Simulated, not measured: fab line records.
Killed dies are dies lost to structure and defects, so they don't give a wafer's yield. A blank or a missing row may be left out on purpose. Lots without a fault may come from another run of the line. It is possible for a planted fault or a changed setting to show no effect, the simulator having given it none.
fab line records	flow n5Finfet
record: lots: 24	wafers: 72	lastDay: 18
route steps=1938 shown BEOL_M5@1169 BEOL_M6@1197
lots untouched by any fault: they come from a run of this same line in which no faults occurred
startH: hours from the record's first day to the start of the lot's first wafer shown	waitH: time in hours since the lot's previous step	" repeats the value in the row above	L1.1+2: several wafers, shown together as one row	- value missing, or start not given	* or withheld: withheld	< > ~ a bound
route shown NAME@n: a module of which the file shows steps, and the number in the route of the first	usual: mean and standard deviation over wafers with no fault	same: alike in all rows	chamber/n: place in a boat	sites: readings site by site	_std_site: standard deviation of those values	_edge_site: inner sites' mean taken away from outer sites' mean	radiusMm: for every site, how far away it sits from the centre of the wafer	mask NAME#n: copy n	behind: tool/chamber where the wafer was last shaped	hold: cause of the lot's hold/its duration in hours/its outcome	device: whichever transistor did not switch (one of n, p or np)	end of line: the route-end tests of the same wafers	for a step that has no rows: nothing shown but its recipe	killed: dies lost to structure and defects at the first sort, not the wafer's yield	map: dies across one wafer; x = killed, . = not, _ = none there
set.NAME: the setting that was run; set.NAME@STEP: the one run at that earlier step	model.NAME: the simulator's own value behind a step, which no gauge read
route steps across a sampled set of lots; one table per step, one row per wafer
services: the hour from which a tool's chamber was out of use, counted from the record's first day as startH (under 0 if before that day), plus the number of hours and why
== steps ==
step: N5_BEOL_M5_CURE_80
recipe: tempC: 370	timeS: 120	ambient: DMADMS/He	material: SiCOH_lowk
usual: lampPowerPct: 52.31/0.052	wafer_temp_C_max: 371.8/0.53
lot.wafer	tool	chamber	startH	waitH	lampPowerPct	wafer_temp_C_max
L074.1	uvCure-02	1	174.27	0.3	52.31	372.0
L074.2	"	1	"	"	52.15	372.0
L074.6	"	1	"	"	52.28	371.8
L075.1	uvCure-03	0	177.38	0.0	52.34	372.5
L075.4	"	0	"	"	52.20	371.6
L075.5	"	0	"	"	52.37	371.7
L076.1	uvCure-02	1	182.04	0.0	52.32	371.9
L076.2	"	1	"	"	52.35	372.2
L076.4	"	1	"	"	52.35	371.8
L078.3	uvCure-03	1	184.57	0.1	52.27	371.0
L078.5	"	1	"	"	52.43	372.0
L078.6	"	1	"	"	52.37	372.6
L077.2	uvCure-02	0	188.77	0.1	52.36	372.1
L077.5	"	0	"	"	52.21	372.1
L077.6	"	0	"	"	52.36	371.7
L079.2	uvCure-03	0	201.30	0.1	52.26	371.8
L079.4	"	0	"	"	52.28	371.9
L079.5	"	0	"	"	52.34	371.0
L080.3	uvCure-03	0	211.97	0.1	52.29	371.3
L080.5	"	0	"	"	52.30	371.6
L080.6	"	0	"	"	52.31	371.8
L081.1	uvCure-01	2	226.33	0.0	52.31	371.9
L081.3	"	2	"	"	52.27	372.1
L081.5	"	2	"	"	52.29	371.6
L084.2	uvCure-03	0	228.90	0.1	52.33	372.0
L084.3	"	0	"	"	52.30	372.1
L084.6	"	0	"	"	52.32	371.3
L082.1	uvCure-02	1	230.52	0.0	52.26	372.2
L082.4	"	1	"	"	52.30	372.4
L082.5	"	1	"	"	52.31	372.0
L083.2	uvCure-03	1	231.04	0.1	52.33	373.5
L083.5	"	1	"	"	52.37	371.7
L083.6	"	1	"	"	52.37	372.2
L085.1	uvCure-01	0	236.43	0.1	52.30	371.2
L085.5	"	0	"	"	52.28	371.4
L085.6	"	0	"	"	52.25	372.0
L087.1	uvCure-02	2	236.53	0.0	52.24	371.4
L087.3	"	2	"	"	52.31	371.1
L087.5	"	2	"	"	52.32	371.3
L086.1	uvCure-02	2	237.35	0.0	52.37	371.6
L086.2	"	2	"	"	52.30	371.2
L086.3	"	2	"	"	52.31	371.3
L089.1	uvCure-01	0	266.83	0.3	52.29	371.4
L089.2	"	0	"	"	52.35	371.6
L089.5	"	0	"	"	52.24	371.5
L088.2	uvCure-02	0	267.16	0.3	52.32	372.9
L088.3	"	0	"	"	52.33	372.4
L088.5	"	0	"	"	52.25	372.3
L090.3	uvCure-02	2	270.93	1.1	52.39	370.9
L090.5	"	2	"	"	52.33	371.1
L090.6	"	2	"	"	52.29	371.1
L091.2	uvCure-01	0	275.30	0.1	52.25	371.2
L091.4	"	0	"	"	52.34	371.8
L091.5	"	0	"	"	52.30	372.0
L092.2	uvCure-03	0	275.78	0.1	52.34	371.1
L092.3	"	0	"	"	52.27	371.5
L092.5	"	0	"	"	52.28	371.1
L093.1	uvCure-01	2	287.88	0.2	52.30	371.6
L093.3	"	2	"	"	52.37	371.7
L093.6	"	2	"	"	52.29	371.8
L095.3	uvCure-03	2	291.94	0.1	52.29	371.4
L095.4	"	2	"	"	52.36	371.8
L095.5	"	2	"	"	52.24	370.9
L094.2	uvCure-03	1	301.14	0.1	52.29	371.9
L094.3	"	1	"	"	52.26	371.7
L094.5	"	1	"	"	52.36	372.5
L097.1	uvCure-01	2	310.14	0.0	52.23	372.8
L097.2	"	2	"	"	52.32	372.5
L097.3	"	2	"	"	52.25	371.4
L096.3	uvCure-03	1	318.42	0.1	52.36	373.0
L096.4	"	1	"	"	52.27	371.5
L096.5	"	1	"	"	52.34	372.3
step: N5_BEOL_M5_DEGAS_44
recipe: ambient: vacuum	tempC: 250	timeS: 60
usual: heaterPowerW: 336/35
lot.wafer	tool	chamber	startH	waitH	heaterPowerW
L074.1	pvdSputter-02	-	174.65	0.3	281
L074.2	"	-	"	"	373
L074.6	"	-	"	"	315
L075.1	pvdSputter-01	-	178.02	0.6	320
L075.4	"	-	"	"	345
L075.5	"	-	"	"	319
L076.1	pvdSputter-03	-	182.66	0.6	344
L076.2	"	-	"	"	358
L076.4	"	-	"	"	335
L078.3	pvdSputter-02	-	185.24	0.6	310
L078.5	"	-	"	"	296
L078.6	"	-	"	"	294
L077.2	pvdSputter-01	-	189.05	0.2	392
L077.5	"	-	"	"	346
L077.6	"	-	"	"	343
L079.2	pvdSputter-01	-	201.57	0.2	343
L079.4	"	-	"	"	323
L079.5	"	-	"	"	337
L080.3	pvdSputter-02	-	212.19	0.2	287
L080.5	"	-	"	"	296
L080.6	"	-	"	"	288
L081.1	pvdSputter-01	-	227.14	0.8	317
L081.3	"	-	"	"	395
L081.5	"	-	"	"	402
L084.2	pvdSputter-02	-	229.76	0.8	301
L084.3	"	-	"	"	368
L084.6	"	-	"	"	295
L082.1	pvdSputter-02	-	231.14	0.5	290
L082.4	"	-	"	"	319
L082.5	"	-	"	"	380
L083.2	pvdSputter-02	-	231.63	0.5	296
L083.5	"	-	"	"	292
L083.6	"	-	"	"	292
L085.1	pvdSputter-01	-	236.79	0.3	346
L085.5	"	-	"	"	401
L085.6	"	-	"	"	325
L087.1	pvdSputter-01	-	236.87	0.3	333
L087.3	"	-	"	"	326
L087.5	"	-	"	"	323
L086.1	pvdSputter-01	-	242.20	4.8	348
L086.2	"	-	"	"	323
L086.3	"	-	"	"	339
L089.1	pvdSputter-03	-	267.21	0.3	349
L089.2	"	-	"	"	355
L089.5	"	-	"	"	337
L088.2	pvdSputter-01	-	267.47	0.3	340
L088.3	"	-	"	"	347
L088.5	"	-	"	"	399
L090.3	pvdSputter-03	-	271.15	0.2	350
L090.5	"	-	"	"	325
L090.6	"	-	"	"	360
L091.2	pvdSputter-02	-	276.06	0.7	294
L091.4	"	-	"	"	293
L091.5	"	-	"	"	296
L092.2	pvdSputter-01	-	276.19	0.4	330
L092.3	"	-	"	"	328
L092.5	"	-	"	"	406
L093.1	pvdSputter-02	-	288.34	0.4	292
L093.3	"	-	"	"	292
L093.6	"	-	"	"	358
L095.3	pvdSputter-01	-	292.16	0.2	319
L095.4	"	-	"	"	341
L095.5	"	-	"	"	343
L094.2	pvdSputter-01	-	301.90	0.7	345
L094.3	"	-	"	"	349
L094.5	"	-	"	"	348
L097.1	pvdSputter-02	-	310.54	0.4	313
L097.2	"	-	"	"	298
L097.3	"	-	"	"	292
L096.3	pvdSputter-01	-	318.66	0.2	394
L096.4	"	-	"	"	343
L096.5	"	-	"	"	399
step: N5_BEOL_M6_PECVD_70
recipe: material: SiO2	targetThkA: 200	tempC: 400	precursor: TEOS/O2	pressureTorr: 5.5	rfW: 450	teosFlowSccm: 53.8	gas: O2	flowSccm: 3000	timeS: 22.7
usual: heaterPowerW: 743/94	showerheadPlenumPTorr: 8.79/0.058	throttleValvePct: 22.3/0.77
lot.wafer	tool	chamber	startH	waitH	heaterPowerW	showerheadPlenumPTorr	throttleValvePct
L074.1	pecvd-02	1	183.04	0.0	597	8.73	21.5
L074.2	"	2	"	"	716	8.81	21.0
L074.6	"	2	"	"	717	8.81	21.1
L075.1	pecvd-02	2	185.43	0.0	655	8.81	21.2
L075.4	"	1	"	"	544	8.74	21.6
L075.5	"	0	"	"	749	8.81	23.1
L076.1	pecvd-03	2	190.19	0.0	747	8.70	22.1
L076.2	"	0	"	"	892	8.80	22.4
L076.4	"	2	"	"	761	8.73	22.0
L078.3	pecvd-04	2	192.53	0.0	826	8.81	21.1
L078.5	"	2	"	"	833	8.85	20.9
L078.6	"	1	"	"	609	8.70	23.4
L077.2	pecvd-03	0	195.85	0.0	790	8.79	22.9
L077.5	"	1	"	"	807	8.87	22.3
L077.6	"	2	"	"	741	8.73	22.1
L079.2	pecvd-04	0	208.88	0.0	835	8.80	23.4
L079.4	"	0	"	"	856	8.79	23.0
L079.5	"	1	"	"	662	8.70	23.2
L080.3	pecvd-03	1	219.17	0.0	748	8.89	22.3
L080.5	"	2	"	"	826	8.70	22.4
L080.6	"	0	"	"	849	8.79	22.9
L081.1	pecvd-04	2	234.40	0.0	742	8.82	21.0
L081.3	"	1	"	"	587	8.71	23.3
L081.5	"	1	"	"	592	8.72	23.0
L084.2	pecvd-02	1	236.60	0.0	532	8.73	21.1
L084.3	"	2	"	"	695	8.79	21.3
L084.6	"	0	"	"	863	8.83	23.0
L082.1	pecvd-04	2	238.19	0.0	767	8.84	21.1
L082.4	"	1	"	"	651	8.70	23.2
L082.5	"	2	"	"	758	8.84	21.1
L083.2	pecvd-02	2	238.74	0.0	755	8.81	21.1
L083.5	"	1	"	"	568	8.74	21.6
L083.6	"	0	"	"	805	8.80	22.6
L085.1	pecvd-04	0	243.55	0.0	811	8.81	23.3
L085.5	"	1	"	"	687	8.72	23.2
L085.6	"	0	"	"	798	8.82	23.1
L087.1	pecvd-03	1	243.98	0.0	775	8.91	22.3
L087.3	"	1	"	"	768	8.90	22.0
L087.5	"	1	"	"	783	8.89	22.5
L086.1	pecvd-03	0	249.31	0.0	773	8.81	22.8
L086.2	"	1	"	"	685	8.88	22.4
L086.3	"	2	"	"	816	8.70	22.0
L089.1	pecvd-02	1	274.31	0.0	613	8.72	21.7
L089.2	"	2	"	"	714	8.79	21.5
L089.5	"	2	"	"	698	8.84	21.7
L088.2	pecvd-03	1	274.37	0.0	669	8.89	22.6
L088.3	"	2	"	"	680	8.72	22.2
L088.5	"	2	"	"	680	8.70	22.2
L090.3	pecvd-02	1	278.17	0.0	502	8.71	21.7
L090.5	"	2	"	"	731	8.80	21.3
L090.6	"	0	"	"	703	8.81	23.1
L091.2	pecvd-02	2	282.90	0.0	739	8.82	21.3
L091.4	"	2	"	"	752	8.78	21.5
L091.5	"	1	"	"	591	8.73	21.7
L092.2	pecvd-03	2	283.17	0.0	848	8.72	22.2
L092.3	"	0	"	"	827	8.78	22.9
L092.5	"	2	"	"	688	8.72	22.3
L093.1	pecvd-04	1	295.08	0.0	640	8.70	23.2
L093.3	"	0	"	"	856	8.82	23.5
L093.6	"	1	"	"	647	8.73	22.9
L095.3	pecvd-04	1	299.64	0.0	724	8.70	23.3
L095.4	"	2	"	"	827	8.84	21.4
L095.5	"	1	"	"	722	8.71	23.2
L094.2	pecvd-04	2	309.01	0.0	825	8.83	21.0
L094.3	"	1	"	"	662	8.72	23.3
L094.5	"	0	"	"	923	8.82	23.4
L097.1	pecvd-03	2	317.31	0.0	724	8.72	22.7
L097.2	"	0	"	"	875	8.79	22.7
L097.3	"	1	"	"	775	8.87	22.4
L096.3	pecvd-02	2	331.22	0.0	605	8.81	21.3
L096.4	"	2	"	"	625	8.82	21.5
L096.5	"	1	"	"	602	8.72	21.7
step: N5_BEOL_M6_OVL_MEAS_12
recipe: pointsPerWafer: 44
usual: M6_OVL: -0.1/0.8
lot.wafer	tool	chamber	startH	waitH	M6_OVL[nm]
L074.1	overlay-01	0	185.31	0.0	-1.3
L074.2	"	0	"	"	-0.8
L074.6	"	0	"	"	0.2
L075.1	overlay-01	0	186.49	0.0	0.2
L075.4	"	0	"	"	-0.9
L075.5	"	0	"	"	-0.5
L076.1	overlay-02	0	191.19	0.0	-0.4
L076.2	"	0	"	"	0.5
L076.4	"	0	"	"	-0.1
L078.3	overlay-02	0	194.89	0.0	-0.3
L078.5	"	0	"	"	0.3
L078.6	"	0	"	"	0.4
L077.2	overlay-02	0	198.60	0.0	-1.6
L077.5	"	0	"	"	-0.7
L077.6	"	0	"	"	-1.1
L079.2	overlay-01	0	209.47	0.0	-0.3
L079.4	"	0	"	"	-0.4
L079.5	"	0	"	"	-1.0
L080.3	overlay-02	0	220.24	0.0	0.5
L080.5	"	0	"	"	-0.1
L080.6	"	0	"	"	0.4
L081.1	overlay-02	0	236.08	0.0	-0.6
L081.3	"	0	"	"	-0.3
L081.5	"	0	"	"	-1.4
L084.2	overlay-02	0	237.35	0.0	-1.1
L084.3	"	0	"	"	-1.6
L084.6	"	0	"	"	-2.1
L082.1	overlay-01	0	242.68	0.0	0.7
L082.4	"	0	"	"	0.9
L082.5	"	0	"	"	0.8
L083.2	overlay-01	0	242.91	0.0	2.0
L083.5	"	0	"	"	0.7
L083.6	"	0	"	"	0.3
L085.1	overlay-02	0	246.51	0.0	-0.6
L085.5	"	0	"	"	-1.4
L085.6	"	0	"	"	-0.1
L087.1	overlay-01	0	246.55	0.0	0.1
L087.3	"	0	"	"	-0.1
L087.5	"	0	"	"	-0.9
L086.1	overlay-01	0	251.61	0.0	0.6
L086.2	"	0	"	"	0.7
L086.3	"	0	"	"	1.0
L089.1	overlay-02	0	276.29	0.0	-0.7
L089.2	"	0	"	"	1.3
L089.5	"	0	"	"	-0.2
L088.2	overlay-01	0	276.45	0.0	-0.2
L088.3	"	0	"	"	0.1
L088.5	"	0	"	"	0.4
L090.3	overlay-02	0	281.89	0.0	-0.3
L090.5	"	0	"	"	-1.4
L090.6	"	0	"	"	-1.0
L091.2	overlay-02	0	284.97	0.0	-1.1
L091.4	"	0	"	"	-0.4
L091.5	"	0	"	"	-0.2
L092.2	overlay-02	0	285.20	0.0	-1.0
L092.3	"	0	"	"	-0.2
L092.5	"	0	"	"	-0.1
L093.1	overlay-02	0	296.25	0.0	-0.1
L093.3	"	0	"	"	-0.5
L093.6	"	0	"	"	0.4
L095.3	overlay-02	0	302.03	0.0	0.8
L095.4	"	0	"	"	0.0
L095.5	"	0	"	"	0.3
L094.2	overlay-02	0	310.38	0.0	-0.7
L094.3	"	0	"	"	0.6
L094.5	"	0	"	"	0.6
L097.1	overlay-01	0	318.70	0.0	1.0
L097.2	"	0	"	"	-0.2
L097.3	"	0	"	"	1.1
L096.3	overlay-01	0	334.13	0.0	0.7
L096.4	"	0	"	"	0.9
L096.5	"	0	"	"	-0.9
step: N5_BEOL_M6_CD_MEAS_28
recipe: targetCdNm: 40	landingEnergyEv: 500	detector: seInlens
usual: cdNm: 40.01/0.23
lot.wafer	tool	chamber	startH	waitH	cdNm
L074.1	cdSem-01	0	187.56	-	39.89
L074.2	"	0	"	"	39.91
L074.6	"	0	"	"	40.17
L075.1	cdSem-02	0	187.99	-	39.78
L075.4	"	0	"	"	39.95
L075.5	"	0	"	"	39.73
L076.1	cdSem-01	0	193.64	-	40.02
L076.2	"	0	"	"	39.72
L076.4	"	0	"	"	40.05
L078.3	cdSem-03	0	197.83	-	40.14
L078.5	"	0	"	"	40.51
L078.6	"	0	"	"	40.13
L077.2	cdSem-02	0	199.76	-	39.71
L077.5	"	0	"	"	40.24
L077.6	"	0	"	"	39.95
L079.2	cdSem-02	0	210.65	-	39.77
L079.4	"	0	"	"	40.15
L079.5	"	0	"	"	40.41
L080.3	cdSem-02	0	221.60	-	40.72
L080.5	"	0	"	"	40.35
L080.6	"	0	"	"	40.35
L081.1	cdSem-01	0	241.87	-	39.71
L081.3	"	0	"	"	39.47
L081.5	"	0	"	"	40.08
L084.2	cdSem-03	0	242.05	-	40.09
L084.3	"	0	"	"	40.12
L084.6	"	0	"	"	40.29
L083.2	cdSem-03	0	245.22	-	40.11
L083.5	"	0	"	"	39.89
L083.6	"	0	"	"	40.03
L082.1	cdSem-01	0	245.26	-	40.05
L082.4	"	0	"	"	40.00
L082.5	"	0	"	"	40.35
L085.1	cdSem-01	0	247.60	-	39.79
L085.5	"	0	"	"	39.91
L085.6	"	0	"	"	40.00
L087.1	cdSem-03	0	247.65	-	39.86
L087.3	"	0	"	"	39.92
L087.5	"	0	"	"	39.79
L086.1	cdSem-01	0	252.64	-	40.13
L086.2	"	0	"	"	39.84
L086.3	"	0	"	"	40.01
L089.1	cdSem-02	0	280.37	-	40.11
L089.2	"	0	"	"	40.53
L089.5	"	0	"	"	40.02
L088.2	cdSem-01	0	280.46	-	40.06
L088.3	"	0	"	"	39.98
L088.5	"	0	"	"	40.09
L090.3	cdSem-01	0	284.00	-	39.60
L090.5	"	0	"	"	39.85
L090.6	"	0	"	"	39.80
L091.2	cdSem-01	0	286.53	-	40.01
L091.4	"	0	"	"	40.42
L091.5	"	0	"	"	39.71
L092.2	cdSem-02	0	286.78	-	39.87
L092.3	"	0	"	"	40.09
L092.5	"	0	"	"	39.85
L093.1	cdSem-01	0	297.35	-	39.99
L093.3	"	0	"	"	39.63
L093.6	"	0	"	"	39.81
L095.3	cdSem-02	0	304.69	-	40.32
L095.4	"	0	"	"	40.18
L095.5	"	0	"	"	39.98
L094.2	cdSem-03	0	311.56	-	39.98
L094.3	"	0	"	"	39.80
L094.5	"	0	"	"	39.84
L097.1	cdSem-03	0	321.83	-	40.36
L097.2	"	0	"	"	40.23
L097.3	"	0	"	"	39.83
L096.3	cdSem-02	0	336.77	-	39.68
L096.4	"	0	"	"	39.71
L096.5	"	0	"	"	39.45
step: N5_BEOL_M6_ETCH_65
recipe: chemistry: CF4	target: SiARC	targetDepthA: 156	maskMaterial: CAR-EUV	timeS: 26	ionEnergyEv: 80	pressureMtorr: 40	sourceW: 545	biasW: 36	Ar_flow_sccm: 100	cf4FlowSccm: 100	ends: cleared
usual: drypumpMotorCurrentA: 5.8/0.37	etchRfOnTimeS: 26.0/0.39	mfcArSccm: 100.01/0.3	oesProductAu: 0.68/0.074	rfVppV: 183.5/0.96	showerheadPlenumPTorr: 2.10/0.048	throttleValvePct: 15.65/0.28
lot.wafer	tool	chamber	startH	waitH	drypumpMotorCurrentA	etchRfOnTimeS	mfcArSccm	oesProductAu	rfHoursCounterH	rfVppV	showerheadPlenumPTorr	throttleValvePct
L074.1	rieDiel-02	2	187.73	0.0	6.2	26.5	100.32	0.64	185	184.7	2.21	16.05
L074.2	"	3	"	"	6.1	25.9	99.88	0.61	199	182.4	2.05	16.16
L074.6	"	1	"	"	5.0	26.4	100.32	0.62	-	182.7	2.05	15.68
L075.1	rieDiel-06	3	188.73	0.0	6.2	26.0	99.96	0.65	165	182.4	2.06	15.73
L075.4	"	0	"	"	5.8	25.9	99.54	0.78	25	183.1	2.10	15.49
L075.5	"	1	"	"	5.9	26.3	99.92	0.62	-	182.9	2.13	15.81
L076.1	rieDiel-05	0	193.82	0.0	5.7	25.4	100.08	0.72	66	183.0	2.08	15.45
L076.2	"	1	"	"	5.1	25.7	99.29	0.80	26	184.1	2.09	15.31
L076.4	"	3	"	"	5.7	25.7	100.09	0.61	223	182.9	2.12	15.75
L078.3	rieDiel-02	3	198.00	0.0	6.1	25.9	99.90	0.60	203	183.8	2.05	16.19
L078.5	"	3	"	"	6.1	25.7	100.13	0.61	-	182.2	2.05	16.18
L078.6	"	0	"	"	5.9	27.1	100.26	0.60	-	181.6	2.03	15.80
L077.2	rieDiel-06	2	199.93	0.0	5.9	25.9	99.55	0.80	20	184.0	2.10	15.17
L077.5	"	2	"	"	5.9	26.1	99.43	0.80	-	183.4	2.10	15.17
L077.6	"	3	"	"	6.2	26.1	100.12	0.64	-	183.3	2.06	15.72
L079.2	rieDiel-05	0	210.83	0.0	5.6	25.3	99.71	0.72	71	182.8	2.08	15.45
L079.4	"	2	"	"	6.2	25.2	99.97	0.79	15	184.0	2.19	15.54
L079.5	"	1	"	"	5.1	25.6	100.08	0.78	-	183.3	2.09	15.32
L080.3	rieDiel-06	1	221.88	0.0	6.0	26.4	99.96	0.62	185	184.9	2.13	15.83
L080.5	"	3	"	"	6.2	26.1	100.14	0.63	-	183.0	2.06	15.74
L080.6	"	2	"	"	5.9	25.7	100.26	0.78	-	184.2	2.10	15.16
L081.1	rieDiel-06	0	242.05	0.0	5.8	25.7	100.15	0.76	43	184.4	2.10	15.52
L081.3	"	1	"	"	6.0	26.3	100.75	0.62	191	183.1	2.13	15.86
L081.5	"	0	"	"	5.8	26.0	100.27	0.75	-	183.3	2.10	15.53
L084.2	rieDiel-05	2	242.32	0.0	6.2	25.8	100.35	0.77	27	185.7	2.18	15.58
L084.3	"	3	"	"	5.8	25.7	99.92	0.60	241	182.6	2.11	15.79
L084.6	"	2	"	"	6.2	25.6	99.62	0.76	-	184.3	2.18	15.58
L083.2	rieDiel-05	3	245.39	0.0	5.7	26.1	100.01	0.60	242	184.3	2.11	15.79
L083.5	"	1	"	"	5.1	26.1	100.12	0.76	-	183.3	2.09	15.35
L083.6	"	0	"	"	5.7	25.9	99.90	0.71	-	184.1	2.08	15.47
L082.1	rieDiel-05	0	245.79	0.0	5.6	25.7	100.22	0.70	84	183.9	2.08	15.47
L082.4	"	3	"	"	5.7	25.5	100.09	0.60	242	182.8	2.11	15.76
L082.5	"	3	"	"	5.7	25.6	100.18	0.60	-	182.1	2.11	15.78
L085.1	rieDiel-05	2	247.79	0.0	6.2	25.7	99.86	0.76	29	183.7	2.18	15.58
L085.5	"	1	"	"	5.1	26.0	100.29	0.76	-	183.4	2.09	15.35
L085.6	"	2	"	"	6.2	25.7	99.72	0.76	-	184.7	2.18	15.59
L087.1	rieDiel-06	1	247.83	0.0	6.0	26.2	99.94	0.61	193	182.9	2.13	15.83
L087.3	"	2	"	"	5.9	25.7	99.86	0.77	36	184.9	2.10	15.17
L087.5	"	3	"	"	6.2	25.9	99.74	0.64	-	182.3	2.06	15.75
L086.1	rieDiel-05	1	252.82	0.0	5.1	25.8	100.21	0.76	49	183.5	2.09	15.37
L086.2	"	3	"	"	5.7	25.5	100.42	0.60	246	182.7	2.11	15.80
L086.3	"	2	"	"	6.2	25.4	100.01	0.76	32	184.2	2.18	15.58
L089.1	rieDiel-02	1	280.55	0.0	5.0	26.1	99.76	0.60	220	182.7	2.04	15.72
L089.2	"	0	"	"	5.9	27.0	100.20	0.57	250	183.3	2.02	15.85
L089.5	"	2	"	"	6.2	26.1	99.81	0.61	-	184.8	2.20	16.12
L088.2	rieDiel-05	1	280.96	0.0	5.1	26.5	100.34	0.73	62	183.1	2.08	15.40
L088.3	"	0	"	"	5.7	25.8	99.80	0.69	94	182.7	2.07	15.49
L088.5	"	2	"	"	6.2	25.8	99.88	0.73	-	184.9	2.18	15.61
L090.3	rieDiel-06	0	284.33	0.0	5.8	25.6	100.12	0.75	56	184.3	2.09	15.54
L090.5	"	1	"	"	6.0	26.1	99.54	0.61	-	184.0	2.12	15.86
L090.6	"	2	"	"	5.9	25.7	99.93	0.76	-	182.6	2.09	15.22
L091.2	rieDiel-02	2	286.70	0.0	6.2	26.6	100.39	0.61	221	184.6	2.20	16.11
L091.4	"	3	"	"	6.1	26.2	100.21	0.58	-	183.2	2.04	16.24
L091.5	"	1	"	"	5.0	26.9	100.43	0.59	-	182.9	2.04	15.72
L092.2	rieDiel-02	3	287.10	0.0	6.1	25.8	100.23	0.58	234	182.1	2.04	16.25
L092.3	"	2	"	"	6.1	26.4	99.91	0.61	221	184.1	2.20	16.08
L092.5	"	1	"	"	5.0	26.4	99.72	0.60	-	182.7	2.04	15.74
L093.1	rieDiel-06	1	297.82	0.0	6.0	26.5	100.75	0.61	208	184.9	2.12	15.88
L093.3	"	3	"	"	6.1	26.3	99.63	0.62	204	183.4	2.05	15.78
L093.6	"	3	"	"	6.2	26.4	100.51	0.62	-	183.3	2.05	15.80
L095.3	rieDiel-05	0	305.17	0.0	5.6	25.5	100.12	0.69	103	182.9	2.07	15.51
L095.4	"	3	"	"	5.7	25.0	99.46	0.82	8	182.6	2.11	15.33
L095.5	"	0	"	"	5.6	25.5	99.05	0.68	-	183.1	2.07	15.52
L094.2	rieDiel-06	1	312.08	0.0	6.0	26.6	99.29	0.60	212	184.4	2.12	15.89
L094.3	"	2	"	"	5.9	25.7	99.68	0.74	60	183.4	2.09	15.24
L094.5	"	0	"	"	5.8	25.9	99.89	0.73	-	183.5	2.09	15.56
L097.1	rieDiel-06	1	322.32	0.0	6.0	26.4	99.82	0.60	216	183.4	2.12	15.89
L097.2	"	0	"	"	5.8	25.9	100.02	0.73	69	183.7	2.09	15.56
L097.3	"	2	"	"	5.9	25.8	99.92	0.74	63	182.3	2.09	15.24
L096.3	rieDiel-06	0	337.58	0.0	5.8	26.0	99.99	0.73	75	182.2	2.08	15.60
L096.4	"	1	"	"	5.9	26.6	100.14	0.60	222	182.7	2.12	15.90
L096.5	"	3	"	"	6.2	26.7	100.18	0.61	-	182.5	2.04	15.82
== services ==
tool	chamber	startH	hours	kind
rieDiel-05	2	154.21	-	clean
rieDiel-05	2	154.21	-	consumableReplace:focusRing
rieDiel-05	2	154.21	16.2	scheduledDown
rieDiel-05	2	154.21	16.2	ventCycle
rieDiel-05	0	158.30	8.1	repair
rieDiel-02	2	180.54	3.9	repair
rieDiel-05	3	185.11	4.9	repair
uvCure-01	-	191.32	7.5	pm
pecvd-02	-	201.61	23.4	repair
rieDiel-06	2	209.85	1.5	repair
pvdSputter-02	-	222.72	1.7	repair
uvCure-03	-	232.22	7.5	pm
rieDiel-02	-	243.77	0.4	repair
rieDiel-05	0	246.43	14.1	repair
rieDiel-06	1	249.84	9.5	repair
pecvd-03	-	255.30	4.5	repair
pecvd-02	-	256.26	0.7	repair
uvCure-03	-	259.64	14.6	pm
uvCure-01	-	269.13	2.1	pm
rieDiel-06	0	274.73	1.6	repair
rieDiel-06	0	276.83	7.2	repair
rieDiel-02	0	286.55	12.4	repair
rieDiel-02	-	320.74	3.6	repair
rieDiel-02	2	328.81	3.2	repair
== key ==
fault none
